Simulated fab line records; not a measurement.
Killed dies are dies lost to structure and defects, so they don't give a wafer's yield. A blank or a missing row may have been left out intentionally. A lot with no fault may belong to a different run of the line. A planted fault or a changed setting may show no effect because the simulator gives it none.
A lot that was struck, set against a sound lot | flow n5_finfet | 16 out of 1938 route steps
Sound: these wafers, L316.1, L316.4, L316.6. Struck: wafer L330.6 (left out: L330.3, L330.5 of the same lot, which were not struck); the cause appears at the end.
At each step with rows: each side's tool, then ch and its chambers, then its first start. Under that, the readings that differ: sound wafers | struck wafers | difference of the means | sigmas: that difference in standard deviations of wafers without a fault.
alike: words and numbers the same on both sides, and readings whose means are apart by under 2 such deviations; not compared: readings that were withheld, readings missing a value for some wafer, numbers with overlapping values and no deviation given by the record, and bounds like >300 which may hide the same value.
Wherever a step has rows on one side only, a row that says differs or no value, or a row with sigmas, the two part there. Non-overlapping numbers with no deviation appear without sigmas and do not part them. A reading that every wafer of one side lacks parts them only if that side has two wafers or more.

first, 1 step without rows for these wafers: N5_BEOL_M2_DEVELOP_27 (develop time 30 s).
N5_BEOL_M2_CD_MEAS_28: target cd 26.2 nm, target cd y 24.1 nm.
  sound on cd_sem-03 ch 0, day 6 08:31; struck on cd_sem-01 ch 0, day 10 08:38
  reading    | sound             | struck | difference | sigmas
  cd_nm (nm) | 26.22 25.54 26.13 | 26.49  | +0.53      | +2
N5_BEOL_M2_OVL_MEAS_29:
  sound on overlay-02 ch 0, day 6 08:32; struck on overlay-01 ch 0, day 10 08:41
  alike: V1_OVL
N5_BEOL_M2_INSPECT_30: inspects for defects (brightfield).
  struck on defect_inspect-02, day 10 08:44; sound on defect_inspect-02, day 6 08:36
  alike: raw_defect_count
N5_BEOL_M2_DESCUM_33: chemistry O2, time 7 s.
  sound on rie_diel-01 ch 1,2,3, day 6 08:38; struck on rie_diel-03 ch 0, day 10 09:20
  alike: bias_power_w, drypump_motor_current_A, oes_product_au, rf_vpp_V, showerhead_plenum_p_Torr, throttle_valve_pct
  not compared: rf_hours_counter_h
N5_BEOL_M2_ETCH_77: etches underlayer in N2/H2, target depth 6.5 nm, time 5.2 s.
  sound on rie_diel-01 ch 1,2,3, day 6 08:40; struck on rie_diel-03 ch 0, day 10 09:23
  alike: drypump_motor_current_A, etch_rf_on_time_s, oes_product_au, rf_vpp_V, showerhead_plenum_p_Torr, throttle_valve_pct
  not compared: rf_hours_counter_h
then, 1 step without rows for these wafers: N5_BEOL_M2_ETCH_69 (etches SiARC in CF4, target depth 15.6 nm, time 26 s).
N5_BEOL_M2_ALD_98: deposits SiO2, target thk 2.5 nm, pulse time 1 s, co reactant pulse time 1 s.
  sound on ald_sin-02 ch 1,2,3, day 6 08:46; struck on ald_sin-03 ch 0, day 10 09:29
  reading                    | sound             | struck | difference | sigmas
  precursor_pulse_height_rel | 0.984 0.986 1.029 | 0.956  | -0.044     | -2
  alike: heater_power_w
N5_BEOL_M2_ETCHBACK_99: etches SiO2 in CHF3, target depth 5 nm, time 10.4 s.
  sound on rie_diel-01 ch 0,2,3, day 6 18:05; struck on rie_diel-03 ch 2, day 10 09:47
  reading                         | sound          | struck | difference | sigmas
  showerhead_plenum_p_Torr (Torr) | 2.27 2.12 2.28 | 2.05   | -0.17      | -2
  alike: drypump_motor_current_A, oes_product_au, rf_vpp_V, throttle_valve_pct
  not compared: rf_hours_counter_h
N5_BEOL_M2_ETCH_70: etches SOC in N2/H2, target depth 80 nm, overetch 24 nm, time 130 s.
  sound on rie_diel-01 ch 0,2,3, day 6 18:08; struck on rie_diel-03 ch 2, day 10 09:50
  reading                         | sound             | struck | difference | sigmas
  rf_vpp_V (V)                    | 525.1 524.3 528.3 | 520.1  | -5.8       | -2
  showerhead_plenum_p_Torr (Torr) | 2.68 2.51 2.70    | 2.40   | -0.23      | -2
  alike: drypump_motor_current_A, oes_product_au, throttle_valve_pct
  not compared: rf_hours_counter_h
then, 2 steps without rows for these wafers: N5_BEOL_M2_STRIP_71 (strips in N2/H2); N5_BEOL_M2_STRIP_78 (strips in N2/H2).
N5_BEOL_M2_VIA_ETCH_34: etches the open film in C4F6/O2, target depth 69.4 nm, time 65.9 s.
  sound on rie_diel-01 ch 0,2,3, day 6 18:14; struck on rie_diel-03 ch 2, day 10 09:56
  reading                                  | sound             | struck | difference | sigmas
  showerhead_plenum_p_Torr (Torr)          | 3.00 2.80 3.00    | 2.71   | -0.22      | -2
  model.etch.depth_nm (nm)                 | 68.04 69.49 70.08 | 99.34  | +30.14     |
  model.SOC_of_BEOL_M2_COAT_67.thk_nm (nm) | 52.4 52 51.8      | 48.4   | -3.7       |
  alike: drypump_motor_current_A, oes_product_au, rf_vpp_V, throttle_valve_pct
  not compared: rf_hours_counter_h
then, 1 step without rows for these wafers: N5_BEOL_M2_STRIP_83 (strips in C4F6/O2).
N5_BEOL_M4_RC_MEAS_101:
  sound on prober-01 ch 0, day 7 15:19; struck on prober-01 ch 0, day 11 14:00
  reading        | sound          | struck | difference | sigmas
  IOFF_P (nA/um) | 0.20 0.19 0.20 | 0.30   | +0.10      | +3
  ION_P (uA/um)  | 452 453 453    | 472    | +19        | +2
  VT_P (mV)      | -253 -252 -255 | -242   | +11        | +3
  alike: DIBL_N, DIBL_P, IOFF_N, ION_N, SS_N, SS_P, VT_N
N5_PASSIVATION_PROBE_49:
  the record holds rows for the sound wafers here (prober-01, day 11 21:31) but none for the struck ones

== WHERE THEY PART ==
First at N5_BEOL_M2_CD_MEAS_28; last, within this record, at N5_PASSIVATION_PROBE_49.

WHY: what had been put in by the simulator
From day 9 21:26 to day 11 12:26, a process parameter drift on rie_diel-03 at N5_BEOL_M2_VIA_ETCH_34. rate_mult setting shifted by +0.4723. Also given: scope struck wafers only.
